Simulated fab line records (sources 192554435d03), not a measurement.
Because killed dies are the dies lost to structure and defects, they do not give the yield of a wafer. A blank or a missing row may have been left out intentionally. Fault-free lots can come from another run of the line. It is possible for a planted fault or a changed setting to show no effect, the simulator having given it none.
Matching of chambers | flow n5_finfet | N5_HKMG_FIN_DESCUM_17 on rie_diel-05: 4 sister chambers
The step chemistry O2, time 7.9 s. 16 wafers are shown with their chamber, then 8 later ones without.

## EACH WAFER AND ITS CHAMBER
wafer  | chamber | showerhead_plenum_p_Torr (Torr) | oes_product_au (a.u.) | throttle_valve_pct (%)
L074.1 | 1       | 2.05                            | 0.68                  | 20.63
L074.3 | 3       | 2.16                            | 0.72                  | 20.56
L074.5 | 3       | 2.16                            | 0.71                  | 20.56
L075.1 | 3       | 2.16                            | 0.70                  | 20.56
L075.3 | 1       | 2.05                            | 0.67                  | 20.64
L075.6 | 0       | 1.95                            | 0.82                  | 20.76
L076.2 | 0       | 1.95                            | 0.82                  | 20.78
L076.3 | 3       | 2.16                            | 0.71                  | 20.58
L076.5 | 3       | 2.16                            | 0.71                  | 20.58
L077.2 | 1       | 2.05                            | 0.67                  | 20.65
L077.4 | 0       | 1.95                            | 0.83                  | 20.75
L077.6 | 3       | 2.16                            | 0.71                  | 20.56
L085.2 | 2       | 2.23                            | 0.87                  | 20.41
L085.4 | 0       | 1.95                            | 0.79                  | 20.78
L085.6 | 3       | 2.15                            | 0.70                  | 20.61
L087.3 | 3       | 2.15                            | 0.70                  | 20.62

SIGNATURES (averages over the wafers above)
reading                  | chamber 0 | chamber 1 | chamber 2 | chamber 3 | scatter within a chamber
showerhead_plenum_p_Torr | 1.9500    | 2.0500    | 2.2300    | 2.1575    | 0.00354
oes_product_au           | 0.8150    | 0.6733    | 0.8700    | 0.7075    | 0.0105
throttle_valve_pct       | 20.7675   | 20.6400   | 20.4100   | 20.5787   | 0.0203
Rule: for each reading, subtract the chamber's mean from the wafer's reading, divide by that reading's scatter and square the result; add these up over the readings and take the root, which gives the wafer's distance from the chamber. If the next closest chamber is less than 2 further off than the closest, the wafer can't be placed; otherwise it belongs to the closest. The scatter: the root of (the sum of the squares of (reading less its chamber's mean) over the shown wafers, divided by (wafers less chambers)).

## WAFERS WHOSE CHAMBER IS MISSING
wafer  | showerhead_plenum_p_Torr (Torr) | oes_product_au (a.u.) | throttle_valve_pct (%)
L087.4 | 2.05                            | 0.99                  | 20.21
L087.5 | 2.05                            | 0.98                  | 20.21
L088.1 | 2.05                            | 0.97                  | 20.21
L088.2 | 1.94                            | 0.79                  | 20.80
L088.5 | 2.05                            | 0.97                  | 20.19
L097.1 | 1.94                            | 0.77                  | 20.83
L097.3 | 2.04                            | 0.89                  | 20.23
L097.6 | 2.04                            | 0.89                  | 20.24

## EACH ONE'S CHAMBER
wafer  | from the rows above | in truth
L087.4 | 1                   | 1
L087.5 | 1                   | 1
L088.1 | 1                   | 1
L088.2 | 0                   | 0
L088.5 | 1                   | 1
L097.1 | 0                   | 0
L097.3 | 1                   | 1
L097.6 | 1                   | 1
Placed correctly: 8 of 8. Can't be placed from these rows: 0. Number placed wrongly: 0.
